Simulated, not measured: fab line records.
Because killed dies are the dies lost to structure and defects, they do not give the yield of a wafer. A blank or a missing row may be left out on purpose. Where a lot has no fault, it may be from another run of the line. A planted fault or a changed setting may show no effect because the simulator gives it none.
Which tool is to blame? | flow nandHarc | 72 wafers from 24 lots sampled at 2 of the route's 1159 steps

== WHAT THE GAUGES SHOWED, per wafer ==
NHARC_P_GATE_CD_MEAS_26: target cd 120 nm.
lot  | measured     | on       | cdNm (nm)
L074 | day 4 14:22  | cdSem-03 | 119.3 120.0 119.4
L075 | day 4 22:39  | cdSem-02 | 120.2 120.5 120.3
L076 | day 5 07:20  | cdSem-02 | 119.1 119.1 118.9
L077 | day 5 08:14  | cdSem-02 | 119.8 119.9 120.8
L078 | day 5 21:50  | cdSem-01 | 119.0 120.0 119.6
L079 | day 5 21:41  | cdSem-03 | 118.4 120.2 120.1
L080 | day 6 16:05  | cdSem-03 | 120.6 119.6 120.3
L081 | day 6 15:26  | cdSem-01 | 120.2 120.0 120.3
L082 | day 6 15:36  | cdSem-02 | 119.7 120.2 119.6
L083 | day 6 16:14  | cdSem-03 | 121.2 121.4 121.2
L084 | day 7 09:28  | cdSem-03 | 120.1 119.8 119.4
L085 | day 7 08:41  | cdSem-02 | 119.5 120.1 119.7
L086 | day 8 00:08  | cdSem-01 | 120.0 120.8 119.2
L087 | day 8 00:26  | cdSem-02 | 119.8 120.9 120.8
L088 | day 8 06:11  | cdSem-01 | 120.2 120.7 119.9
L089 | day 8 06:52  | cdSem-01 | 120.3 120.1 119.4
L090 | day 8 14:31  | cdSem-02 | 119.7 120.2 120.2
L091 | day 8 14:47  | cdSem-02 | 121.3 120.7 121.5
L092 | day 9 05:11  | cdSem-01 | 119.9 119.4 119.3
L093 | day 9 05:21  | cdSem-02 | 120.5 120.8 120.0
L094 | day 9 18:32  | cdSem-01 | 121.5 121.4 120.8
L095 | day 9 18:45  | cdSem-01 | 120.7 120.0 119.3
L096 | day 10 05:59 | cdSem-03 | 120.5 120.3 119.4
L097 | day 10 05:28 | cdSem-03 | 120.4 120.4 119.8

== TOOL THAT RAN EACH LOT (tool first, then ch and the chambers of the sampled wafers, then the start) ==
lot  | NHARC_P_ZERO_WELL_DESCUM_13
L074 | rieDiel-03 ch 1,2,3, day 1 13:26
L075 | rieDiel-03 ch 0,1,3, day 1 19:16
L076 | rieDiel-12 ch 1,2, day 2 01:19
L077 | rieDiel-06 ch 0,2,3, day 2 07:25
L078 | rieDiel-06 ch 1,2,3, day 2 13:17
L079 | rieDiel-12 ch 1,2,3, day 2 19:24
L080 | rieDiel-12 ch 0,1,2, day 3 01:17
L081 | rieDiel-12 ch 1,2,3, day 3 07:25
L082 | rieDiel-03 ch 2,3, day 3 13:23
L083 | rieDiel-03 ch 0,3, day 3 19:17
L084 | rieDiel-06 ch 0,3, day 4 01:18
L085 | rieDiel-12 ch 1,2,3, day 4 07:18
L086 | rieDiel-06 ch 0,1,2, day 4 13:54
L087 | rieDiel-12 ch 1,3, day 4 19:25
L088 | rieDiel-03 ch 0,1,3, day 5 01:24
L089 | rieDiel-12 ch 1,2, day 5 07:16
L090 | rieDiel-12 ch 0,1, day 5 13:16
L091 | rieDiel-06 ch 0,1,3, day 5 19:17
L092 | rieDiel-12 ch 0,1,2, day 6 01:16
L093 | rieDiel-06 ch 0,3, day 6 07:17
L094 | rieDiel-06 ch 1,2,3, day 6 13:29
L095 | rieDiel-03 ch 1,3, day 6 19:28
L096 | rieDiel-06 ch 1,2,3, day 7 01:16
L097 | rieDiel-12 ch 1,2,3, day 7 07:28
- NHARC_P_ZERO_WELL_DESCUM_13: chemistry O2, time 3 s.

== AS READ BY THE TOOLS THEMSELVES (means over the sampled wafers that have a number; for cases with no such wafer, the mark the record gives instead) ==
NHARC_P_ZERO_WELL_DESCUM_13.
lot  | tool       | drypumpMotorCurrentA (A) | oesProductAu (a.u.) | rfVppV (V) | showerheadPlenumPTorr (Torr) | throttleValvePct (%)
L074 | rieDiel-03 | 5.6                      | 1.002               | 57.2       | 1.86                         | 11.312
L075 | rieDiel-03 | 5.5                      | 1.003               | 57.5       | 1.89                         | 11.311
L076 | rieDiel-12 | 5.7                      | 1.002               | 57.3       | 1.83                         | 11.319
L077 | rieDiel-06 | 5.5                      | 0.990               | 58.3       | 1.97                         | 11.316
L078 | rieDiel-06 | 5.7                      | 0.991               | 57.3       | 1.94                         | 11.314
L079 | rieDiel-12 | 5.7                      | 1.006               | 58.4       | 1.86                         | 11.306
L080 | rieDiel-12 | 5.7                      | 1.003               | 57.8       | 1.85                         | 11.311
L081 | rieDiel-12 | 5.7                      | 1.004               | 57.0       | 1.86                         | 11.307
L082 | rieDiel-03 | 5.9                      | 1.003               | 56.8       | 1.80                         | 11.314
L083 | rieDiel-03 | 5.3                      | 0.998               | 56.8       | 1.85                         | 11.308
L084 | rieDiel-06 | 5.5                      | 1.010               | 57.7       | 2.02                         | 11.307
L085 | rieDiel-12 | 5.7                      | 1.011               | 57.9       | 1.86                         | 11.314
L086 | rieDiel-06 | 5.8                      | 1.008               | 57.6       | 1.95                         | 11.319
L087 | rieDiel-12 | 5.8                      | 1.005               | 57.7       | 1.83                         | 11.314
L088 | rieDiel-03 | 5.5                      | 0.999               | 57.3       | 1.88                         | 11.311
L089 | rieDiel-12 | 5.7                      | 1.009               | 57.7       | 1.88                         | 11.312
L090 | rieDiel-12 | 5.8                      | 0.996               | 57.6       | 1.82                         | 11.304
L091 | rieDiel-06 | 5.9                      | 1.003               | 58.8       | 2.01                         | 11.308
L092 | rieDiel-12 | 5.7                      | 1.000               | 57.6       | 1.85                         | 11.327
L093 | rieDiel-06 | 5.5                      | 1.003               | 58.4       | 2.02                         | 11.313
L094 | rieDiel-06 | 5.7                      | 1.004               | 58.2       | 1.94                         | 11.295
L095 | rieDiel-03 | 5.3                      | 0.992               | 57.7       | 1.90                         | 11.307
L096 | rieDiel-06 | 5.7                      | 0.992               | 58.3       | 1.94                         | 11.309
L097 | rieDiel-12 | 5.7                      | 1.001               | 57.0       | 1.85                         | 11.323

== THE ANSWER, worked out from the rows above alone ==
Rule: the usual values come from the lots themselves. Put in order of their means at a reading, lots are off if they are a third of the lots or fewer, leave a main group of 4 or more, and stand apart from it by a gap of 3 or more times the standard deviation of the main group's means; of several such gaps the widest counts. A main group whose means are all the same, to the digits that the tables above print for the reading, isn't used. Also off: a lot with no number at a reading for which 4 or more lots have one. The other lots that the step has rows for count as sound. First the gauges in route order, then the tools' own readings, where a lot's mean is used as printed above. The first step at which some lot is off is used, and at that step the reading that is off furthest; a lot without a number counts as furthest.
No lot is off at any reading shown: from this, nothing can be told.

== WHAT HAD BEEN PUT IN BY THE SIMULATOR ==
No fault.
